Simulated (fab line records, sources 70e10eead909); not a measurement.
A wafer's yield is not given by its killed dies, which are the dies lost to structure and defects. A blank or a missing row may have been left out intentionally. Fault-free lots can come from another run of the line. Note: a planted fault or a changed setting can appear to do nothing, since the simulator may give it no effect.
fab line records ; flow nand_harc
record lots=6; wafers=16; last_day=33
route steps=1302 shown A_ONON_D2@548
lots that met no fault: taken from a fault-free run of the same line
start_h: the number of hours between the record's first day and the start of the first shown wafer of the lot ; wait_h: time in hours since the lot's previous step ; " the same as in the row above ; L1.1+2: a single row standing in for several wafers ; - no value, or no start was given ; * or withheld: withheld ; < > ~ a bound
route shown NAME@n: a module of which the file shows steps, and the number in the route of the first ; usual: mean/standard deviation taken from wafers without a fault ; same: alike in all rows ; chamber/n: place in a boat ; sites: each site's reading ; _std_site: how widely they spread, as a standard deviation ; _edge_site: outer sites' mean less inner sites' ; radius_mm: how far each site lies from the wafer's centre ; mask NAME#n: copy n ; behind: tool/chamber where the wafer was last shaped ; hold: the reason the lot was held/the length of the hold in hours/how it ended ; device: transistor that didn't switch, given as n, p or np ; end of line: the route-end tests of the same wafers ; a step without rows: its recipe alone ; killed: the dies lost at the first sort to structure and to defects; this is not the yield of the wafer ; map: shows each die of a wafer: x if killed, . if not, _ if none is there
set.NAME: the run value of the setting; set.NAME@STEP: its run value at that earlier step ; model.NAME: the simulator's own value behind a step, which no gauge read
lots at some steps of the route; a table a step, a row a wafer
services: a tool's chamber out of use, with start hour (start_h, from the record's first day; less than 0 if before it), hours out, and reason
## steps
# step NHARC_A_ONON_D2_THK_MEAS_05
# recipe thk_meas_gauge=ellipsometry
# usual thk_nm=996/10
lot.wafer;tool;chamber;start_h;wait_h;thk_nm
L734.2;film_metro-02;-;314.58;-;999
L734.4;film_metro-02;-;314.58;-;998
L734.5;film_metro-02;-;314.58;-;1001
L737.1;film_metro-01;-;333.69;-;985
L737.2;film_metro-01;-;333.69;-;987
L737.6;film_metro-01;-;333.69;-;984
L741.1;film_metro-01;-;390.66;-;1003
L741.4;film_metro-01;-;390.66;-;1004
L741.6;film_metro-01;-;390.66;-;1001
L750.4;film_metro-02;-;462.48;-;1008
L750.5;film_metro-02;-;462.48;-;1007
L752.4;film_metro-02;-;484.55;-;991
L752.5;film_metro-02;-;484.55;-;990
L753.1;film_metro-02;-;499.63;-;990
L753.3;film_metro-02;-;499.63;-;990
L753.5;film_metro-02;-;499.63;-;991
# step NHARC_A_ONON_D2_DEP_06
# recipe target_thk_a=10000; n2_flow_sccm=2750; n2o_flow_sccm=2000; nh3_flow_sccm=500; sih4_flow_sccm=210; temp_c=400
# step NHARC_A_ONON_D2_THK_MEAS_08
# recipe thk_meas_gauge=ellipsometry
# usual thk_nm=1001/9.3
lot.wafer;tool;chamber;start_h;wait_h;thk_nm
L734.2;film_metro-01;-;315.15;-;1001
L734.4;film_metro-01;-;315.15;-;999
L734.5;film_metro-01;-;315.15;-;1001
L737.1;film_metro-01;-;334.25;-;1003
L737.2;film_metro-01;-;334.25;-;1002
L737.6;film_metro-01;-;334.25;-;1000
L741.1;film_metro-01;-;391.23;-;1010
L741.4;film_metro-01;-;391.23;-;1010
L741.6;film_metro-01;-;391.23;-;1010
L750.4;film_metro-02;-;463.05;-;1003
L750.5;film_metro-02;-;463.05;-;1003
L752.4;film_metro-02;-;485.12;-;989
L752.5;film_metro-02;-;485.12;-;986
L753.1;film_metro-02;-;500.20;-;1003
L753.3;film_metro-02;-;500.20;-;1004
L753.5;film_metro-02;-;500.20;-;1001
# step NHARC_A_ONON_D2_DEP_09
# recipe target_thk_a=10000; n2_flow_sccm=2750; n2o_flow_sccm=2000; nh3_flow_sccm=500; sih4_flow_sccm=210; temp_c=400
# step NHARC_A_ONON_D2_THK_MEAS_11
# recipe thk_meas_gauge=ellipsometry
# usual thk_nm=1000/11
lot.wafer;tool;chamber;start_h;wait_h;thk_nm
L734.2;film_metro-02;-;315.72;-;996
L734.4;film_metro-02;-;315.72;-;996
L734.5;film_metro-02;-;315.72;-;994
L737.1;film_metro-02;-;334.81;-;1006
L737.2;film_metro-02;-;334.81;-;1007
L737.6;film_metro-02;-;334.81;-;1010
L741.1;film_metro-01;-;391.80;-;1007
L741.4;film_metro-01;-;391.80;-;1007
L741.6;film_metro-01;-;391.80;-;1008
L750.4;film_metro-01;-;463.63;-;992
L750.5;film_metro-01;-;463.63;-;991
L752.4;film_metro-02;-;485.68;-;1003
L752.5;film_metro-02;-;485.68;-;1006
L753.1;film_metro-01;-;500.76;-;1008
L753.3;film_metro-01;-;500.76;-;1004
L753.5;film_metro-01;-;500.76;-;1006
# step NHARC_A_ONON_D2_DEP_12
# recipe target_thk_a=10000; n2_flow_sccm=2750; n2o_flow_sccm=2000; nh3_flow_sccm=500; sih4_flow_sccm=210; temp_c=400
# step NHARC_A_ONON_D2_THK_MEAS_14
# recipe thk_meas_gauge=ellipsometry
# usual thk_nm=1002/8.2
lot.wafer;tool;chamber;start_h;wait_h;thk_nm
L734.2;film_metro-01;-;316.29;-;989
L734.4;film_metro-01;-;316.29;-;989
L734.5;film_metro-01;-;316.29;-;991
L737.1;film_metro-01;-;335.38;-;1009
L737.2;film_metro-01;-;335.38;-;1009
L737.6;film_metro-01;-;335.38;-;1012
L741.1;film_metro-02;-;392.37;-;987
L741.4;film_metro-02;-;392.37;-;984
L741.6;film_metro-02;-;392.37;-;988
L750.4;film_metro-01;-;464.19;-;1005
L750.5;film_metro-01;-;464.19;-;1008
L752.4;film_metro-01;-;486.25;-;1000
L752.5;film_metro-01;-;486.25;-;998
L753.1;film_metro-02;-;501.32;-;1013
L753.3;film_metro-02;-;501.32;-;1013
L753.5;film_metro-02;-;501.32;-;1014
# step NHARC_A_ONON_D2_ANNEAL_15
# recipe temp_c=750; time_s=3600
# step NHARC_A_ONON_D2_DEP_16
# recipe target_thk_a=10000; n2_flow_sccm=2750; n2o_flow_sccm=2000; nh3_flow_sccm=500; sih4_flow_sccm=210; temp_c=400
# step NHARC_A_ONON_D2_THK_MEAS_18
# recipe thk_meas_gauge=ellipsometry
# usual thk_nm=1001/8.1
lot.wafer;tool;chamber;start_h;wait_h;thk_nm
L734.2;film_metro-01;-;327.74;-;1001
L734.4;film_metro-01;-;327.74;-;1002
L734.5;film_metro-01;-;327.74;-;998
L737.1;film_metro-01;-;342.60;-;991
L737.2;film_metro-01;-;342.60;-;991
L737.6;film_metro-01;-;342.60;-;987
L741.1;film_metro-01;-;399.76;-;1002
L741.4;film_metro-01;-;399.76;-;1001
L741.6;film_metro-01;-;399.76;-;1002
L750.4;film_metro-02;-;473.50;-;990
L750.5;film_metro-02;-;473.50;-;992
L752.4;film_metro-01;-;494.46;-;1002
L752.5;film_metro-01;-;494.46;-;1001
L753.1;film_metro-01;-;508.69;-;1002
L753.3;film_metro-01;-;508.69;-;1003
L753.5;film_metro-01;-;508.69;-;1005
# step NHARC_A_ONON_D2_DEP_19
# recipe target_thk_a=10000; n2_flow_sccm=2750; n2o_flow_sccm=2000; nh3_flow_sccm=500; sih4_flow_sccm=210; temp_c=400
# step NHARC_A_ONON_D2_THK_MEAS_21
# recipe thk_meas_gauge=ellipsometry
# usual thk_nm=1000/8.5
lot.wafer;tool;chamber;start_h;wait_h;thk_nm
L734.2;film_metro-01;-;328.31;-;999
L734.4;film_metro-01;-;328.31;-;1000
L734.5;film_metro-01;-;328.31;-;998
L737.1;film_metro-01;-;343.17;-;986
L737.2;film_metro-01;-;343.17;-;987
L737.6;film_metro-01;-;343.17;-;989
L741.1;film_metro-02;-;400.32;-;990
L741.4;film_metro-02;-;400.32;-;993
L741.6;film_metro-02;-;400.32;-;991
L750.4;film_metro-01;-;474.07;-;997
L750.5;film_metro-01;-;474.07;-;998
L752.4;film_metro-01;-;495.03;-;1000
L752.5;film_metro-01;-;495.03;-;1002
L753.1;film_metro-02;-;509.26;-;1000
L753.3;film_metro-02;-;509.26;-;1002
L753.5;film_metro-02;-;509.26;-;999
# step NHARC_A_ONON_D2_DEP_22
# recipe target_thk_a=10000; n2_flow_sccm=2750; n2o_flow_sccm=2000; nh3_flow_sccm=500; sih4_flow_sccm=210; temp_c=400
lot.wafer;tool;chamber;start_h;wait_h
L734.2+4+5;pecvd_onon-03;0;328.42;0.1
L737.1+2+6;pecvd_onon-03;0;343.23;0.1
L741.1+4+6;pecvd_onon-02;0;400.38;0.1
L750.4+5;pecvd_onon-02;0;474.30;0.2
L752.4+5;pecvd_onon-02;0;495.26;0.2
L753.1+3+5;pecvd_onon-04;0;509.31;0.1
# step NHARC_A_ONON_D2_THK_MEAS_24
# recipe thk_meas_gauge=ellipsometry
# usual thk_nm=996/7.6
lot.wafer;tool;chamber;start_h;wait_h;thk_nm
L734.2;film_metro-02;-;328.87;-;990
L734.4;film_metro-02;-;328.87;-;991
L734.5;film_metro-02;-;328.87;-;991
L737.1;film_metro-02;-;343.73;-;997
L737.2;film_metro-02;-;343.73;-;997
L737.6;film_metro-02;-;343.73;-;998
L741.1;film_metro-02;-;400.88;-;994
L741.4;film_metro-02;-;400.88;-;994
L741.6;film_metro-02;-;400.88;-;995
L750.4;film_metro-02;-;474.64;-;1548
L750.5;film_metro-02;-;474.64;-;1549
L752.4;film_metro-02;-;495.60;-;1555
L752.5;film_metro-02;-;495.60;-;1557
L753.1;film_metro-02;-;509.82;-;995
L753.3;film_metro-02;-;509.82;-;996
L753.5;film_metro-02;-;509.82;-;997
# step NHARC_A_ONON_D2_DEP_25
# recipe target_thk_a=10000; n2_flow_sccm=2750; n2o_flow_sccm=2000; nh3_flow_sccm=500; sih4_flow_sccm=210; temp_c=400
## services
tool;chamber;start_h;hours;kind
pecvd_onon-04;-;311.08;13.0;pm
pecvd_onon-02;-;366.57;13.0;pm
pecvd_onon-03;-;408.39;13.0;pm
pecvd_onon-04;-;492.08;13.0;pm
## key
first_sign step=NHARC_A_ONON_D2_THK_MEAS_24; reading=thk_nm; direction=up; sigmas=73; usual=996; struck=1552
effect none on later readings
met_at NHARC_A_ONON_D2_DEP_22
struck_wafers L750.4,L750.5,L752.4,L752.5
later_rows_left_out L750.4,L750.5,L752.4,L752.5
sort_left_out L750.4,L750.5,L752.4,L752.5
tester_left_out L750,L752
onset_between 400.38 474.30
fault kind=process_parameter_drift; tool=pecvd_onon-02; chamber=-; onset_h=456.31; steps=NHARC_A_ONON_D2_DEP_22; channel=target_thk_a; offset=*; shape=step; end_h=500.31; scope=struck_wafers_only; acts_in=*; stated=*
# tester_left_out: of these lots the tester's yield and bins aren't shown, on N5 and GAA mostly nor the transistor test; their killed dies are dies lost to structure and defects alone, not to doping, threshold or leakage, so they don't give the yield
# sort_left_out: the simulated sort isn't trusted on such a fault, so these wafers' sort isn't shown, and their yield isn't known
# later_rows_left_out: the simulator's readings of these wafers behind a module that went badly wrong aren't trusted and aren't shown, but for the sort
